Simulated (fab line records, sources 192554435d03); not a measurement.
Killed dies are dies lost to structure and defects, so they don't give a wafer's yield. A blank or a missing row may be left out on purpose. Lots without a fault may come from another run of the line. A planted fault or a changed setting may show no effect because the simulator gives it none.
One fault seen from 3 desks | flow n5_finfet | each desk has only its own numbers; what lay behind them comes last

THE METROLOGY DESK
What the gauges read, lot by lot, whatever tool the lot ran on: means of the sampled wafers that have a number. A lot is out of limits, marked OUT, if its mean lies more than 4 standard deviations from the usual mean; the brackets give that distance. Of its 13 readings 7 are shown: those that lie furthest out on some lot.
Columns: A = IOFF_P at N5_BEOL_M4_RC_MEAS_101, usual 0.22 nA/um; B = ION_N at N5_BEOL_M4_RC_MEAS_101, usual 676 uA/um; C = ION_P at N5_BEOL_M4_RC_MEAS_101, usual 462 uA/um; D = VT_P at N5_BEOL_M4_RC_MEAS_101, usual -250 mV; E = M5_ILD_THK at N5_BEOL_M5_THK_MEAS_01, usual 121.6 nm; F = cd_nm at N5_BEOL_M5_CD_MEAS_11, usual 28.02 nm; G = M5_OVL at N5_BEOL_M5_OVL_MEAS_12, usual -0.1 nm
lot  | first seen here | A    | B   | C   | D    | E     | F     | G
L629 | day 8 12:49     | 0.26 | 687 | 472 | -248 | 122.2 | 27.88 | -0.6
L636 | day 10 08:10    | 0.20 | 676 | 457 | -254 | 124.0 | 28.23 | 0.3
L642 | day 11 16:53    | 0.20 | 680 | 460 | -254 | 120.4 | 27.47 | -0.2
L645 | day 12 15:33    | 0.27 | 685 | 476 | -242 | 120.6 | 28.13 | 0.4
L651 | day 15 12:07    | 0.21 | 671 | 462 | -250 | 122.0 | 27.93 | 0.6
This desk's finding: nothing out of limits on any of the 5 lots.

THE DEFECT DESK
What the inspections along the route counted, lot by lot: means of the sampled wafers that have a number. A lot is out of limits, marked OUT, if its mean lies more than 4 standard deviations from the usual mean; the brackets give that distance.
Columns: A = raw_defect_count at N5_BEOL_M5_INSPECT_13, usual 417
lot  | first seen here | A
L629 | day 8 16:04     | 380
L636 | day 10 11:03    | 535
L642 | day 11 19:42    | 445
L645 | day 12 20:01    | 428
L651 | day 15 14:47    | 418
This desk's finding: nothing out of limits on any of the 5 lots.

THE TOOL OWNER'S DESK: euv_scanner-02
The tool's own readings at N5_BEOL_M5_EXPOSE_08 (exposes mask M5, target cd 28 nm): means of the sampled wafers that have a number, for each lot that ran on this tool. A lot is out of limits, marked OUT, if its mean lies more than 4 standard deviations from the usual mean; the brackets give that distance.
Columns: A = stage_msd_nm at N5_BEOL_M5_EXPOSE_08, usual 0.782 nm
lot  | first seen here | A
L629 | day 8 15:51     | 0.807
L636 | day 10 10:50    | 0.795
L642 | day 11 19:29    | 0.796
This desk's finding: nothing out of limits on any of the 3 lots.

PUT TOGETHER
The metrology desk saw nothing out of limits.
The defect desk saw nothing out of limits.
The tool owner's desk saw nothing out of limits.

WHAT THE SIMULATOR HAD PUT IN
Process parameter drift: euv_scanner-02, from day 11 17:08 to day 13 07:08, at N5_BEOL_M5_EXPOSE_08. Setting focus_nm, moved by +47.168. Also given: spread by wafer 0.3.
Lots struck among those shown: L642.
